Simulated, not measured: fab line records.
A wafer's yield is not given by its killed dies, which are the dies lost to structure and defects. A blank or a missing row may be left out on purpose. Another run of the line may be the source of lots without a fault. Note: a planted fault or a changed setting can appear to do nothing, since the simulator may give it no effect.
Problem report in the 8D (eight disciplines) form, filled by code	flow n5-finfet	the parts of the form that need people (team, actions taken, sign-off) are left out

## 1. WHAT IS WRONG
Wafers without a fault read 4, standard deviation 3.1; killed-at-other at N5_PASSIVATION_PROBE_49 reads a mean of 97 on 6 wafers belonging to 2 lots. That is +30 standard deviations from the usual mean.
The first sign was on wafer L649.1 at day 17 08:37, on prober-02. Wafers with a number at this step in the record: 13, from 5 lots. Rule for "out" (also "out of limits"): further than 4 standard deviations from the usual mean. The other wafers with a number count as sound.

## 2. WHAT IT IS AND WHAT IT IS NOT
question	is	is not
which readings at this step	killed-at-other	killed_at_M4_up, killed-at-contacts, killed-at-front-end, killed-open, killed-short, sort_bin_6_memory
which lots	L649, L653	L642, L643, L650
which wafers of those lots	all that have a number	-
read on which tools	prober-02	-
when	from day 17 08:37	up to then (7 sound wafers)

## 3. SUSPECTS, AND WHAT RULES EACH OUT
Counting: any tool at a process step up to the reading is kept as a suspect provided that every lot that is out went through it and no sound lot did after the first of them.
- pvd-sputter-02 at N5_PASSIVATION_PRE_CLEAN_19: kept. It ran every lot that is out, first L649 (day 17 02:55), and no sound lot after that; its last sound lot up to then is L643 (day 15 14:19).
- prober-02 at N5_PASSIVATION_PROBE_49: kept. It ran every lot that is out, first L649 (day 17 08:37), and no sound lot after that; its last sound lot up to then is L650 (day 16 21:04). Its own killed-at-other readings are out on those wafers.
What counting leaves: pvd-sputter-02 at N5_PASSIVATION_PRE_CLEAN_19 and prober-02 at N5_PASSIVATION_PROBE_49.

## 4. THE CAUSE (what the simulator had put in)
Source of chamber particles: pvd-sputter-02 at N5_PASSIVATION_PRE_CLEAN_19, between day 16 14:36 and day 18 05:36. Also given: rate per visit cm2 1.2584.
2 suspects survive the count, and this tool is in that group.

## 5. THE EFFECT CHAIN, in route order
Rows list readings where the struck wafers' mean (over those with a number) sits beyond 3 standard deviations from the usual. Only readings for which the record gives a usual standard deviation are gone through. hours: the time from each lot's start at the first step in this table that gives one to its start at this step, as a median over the lots. sigmas: the change in usual standard deviations.
hours	step	reading	usual	on struck wafers	change	sigmas
0	N5_PASSIVATION_PROBE_49	defect-limited-yield	91.0 %	83.6	-7.4	-4.9
0	N5_PASSIVATION_PROBE_49	killed-at-other	4	97	+93	+30
0	N5_PASSIVATION_PROBE_49	killed-dies	106	193	+87	+5.1
0	N5_PASSIVATION_PROBE_49	killed-on-rim	14	30	+16	+4.0
0	N5_PASSIVATION_PROBE_49	sort_bin_5_function	5.2 %	10.1	+4.9	+5.0
0	N5_PASSIVATION_PROBE_49	sort-n-pass	1074	987	-87	-5.1
0	N5_PASSIVATION_PROBE_49	sort-yield-pct	91.0 %	83.6	-7.4	-4.9
Here are the process steps it includes:
- N5_PASSIVATION_PROBE_49

## 6. WHAT WOULD HAVE CAUGHT IT SOONER
The fault began at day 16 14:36; the first out-of-limits reading in this record came at day 17 08:37, 18 hours later.
No tool reading at N5_PASSIVATION_PRE_CLEAN_19 that has a usual standard deviation in the record was out on any struck wafer, so an alarm limit of 4 standard deviations on those readings would not have fired.
Of the lots that are out (2), L653 began N5_PASSIVATION_PRE_CLEAN_19 on pvd-sputter-02 after day 17 08:37. A hold on the tool at that time would have spared it.
